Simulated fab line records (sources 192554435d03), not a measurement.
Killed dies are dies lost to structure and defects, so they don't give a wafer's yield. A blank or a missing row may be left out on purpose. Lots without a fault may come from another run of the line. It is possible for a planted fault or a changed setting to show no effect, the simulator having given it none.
Matching of chambers | flow n5 finfet | N5_BEOL_M0_SAQP_ETCH_102 on rie si-05 has 4 sister chambers
The step etches SiO2 in CF4, target depth 4 nm, time 4.4 s. 22 wafers are shown with their chamber, then 11 later ones without.

EACH WAFER AND ITS CHAMBER
wafer  | chamber | throttle valve pct (%) | drypump motor current A (A) | oes product au (a.u.)
L074.1 | 3       | 21.92                  | 5.8                         | 0.954
L074.4 | 0       | 21.54                  | 5.2                         | 1.002
L074.6 | 0       | 21.52                  | 5.3                         | 1.003
L078.2 | 1       | 21.53                  | 6.2                         | 0.999
L078.3 | 0       | 21.54                  | 5.3                         | 1.004
L078.5 | 2       | 21.74                  | 6.4                         | 1.027
L077.2 | 2       | 21.73                  | 6.4                         | 1.011
L077.4 | 0       | 21.55                  | 5.3                         | 1.004
L077.6 | 3       | 21.91                  | 5.8                         | 0.954
L081.1 | 3       | 21.91                  | 5.8                         | 0.952
L081.2 | 1       | 21.51                  | 6.1                         | 0.990
L081.4 | 0       | 21.55                  | 5.3                         | 0.998
L082.2 | 1       | 21.52                  | 6.2                         | 0.993
L082.3 | 0       | 21.53                  | 5.2                         | 1.007
L082.4 | 3       | 21.91                  | 5.8                         | 0.972
L084.3 | 1       | 21.53                  | 6.1                         | 0.995
L084.4 | 2       | 21.72                  | 6.4                         | 1.008
L084.6 | 0       | 21.52                  | 5.3                         | 1.011
L090.3 | 2       | 21.74                  | 6.4                         | 1.014
L090.4 | 1       | 21.53                  | 6.1                         | 1.010
L090.6 | 0       | 21.53                  | 5.2                         | 1.017
L092.1 | 0       | 21.54                  | 5.2                         | 1.013

SIGNATURES (averages over the wafers above)
reading                 | chamber 0 | chamber 1 | chamber 2 | chamber 3 | scatter within a chamber
throttle valve pct      | 21.5356   | 21.5240   | 21.7325   | 21.9125   | 0.0097
drypump motor current A | 5.256     | 6.140     | 6.400     | 5.800     | 0.0436
oes product au          | 1.00656   | 0.99740   | 1.01500   | 0.95800   | 0.00747
Rule: for each reading, subtract the chamber's mean from the wafer's reading, divide by that reading's scatter and square the result; add these up over the readings and take the root, which gives the wafer's distance from the chamber. If the next closest chamber is less than 2 further off than the closest, the wafer can't be placed; otherwise it belongs to the closest. The scatter is the square root of a quotient: the sum, over the shown wafers, of each reading's squared deviation from its chamber's mean, divided by wafers minus chambers.

WAFERS WHOSE CHAMBER IS MISSING
wafer  | throttle valve pct (%) | drypump motor current A (A) | oes product au (a.u.)
L092.2 | 21.51                  | 6.1                         | 1.011
L092.5 | 21.91                  | 5.8                         | 0.959
L095.2 | 21.53                  | 6.2                         | 1.003
L095.5 | 21.73                  | 6.4                         | 1.002
L095.6 | 21.53                  | 5.2                         | 1.002
L096.4 | 21.53                  | 5.3                         | 0.993
L096.5 | 21.53                  | 6.1                         | 1.020
L096.6 | 21.72                  | 6.4                         | 1.005
L097.2 | 21.54                  | 5.2                         | 0.996
L097.3 | 21.52                  | 6.1                         | 1.009
L097.6 | 21.52                  | 6.1                         | 1.008

CHAMBER TAKEN BY EACH
wafer  | from the rows above | in truth
L092.2 | 1                   | 1
L092.5 | 3                   | 3
L095.2 | 1                   | 1
L095.5 | 2                   | 2
L095.6 | 0                   | 0
L096.4 | 0                   | 0
L096.5 | 1                   | 1
L096.6 | 2                   | 2
L097.2 | 0                   | 0
L097.3 | 1                   | 1
L097.6 | 1                   | 1
11 of 11 placed correctly. From these rows, 0 cannot be placed. Placed wrongly: 0.
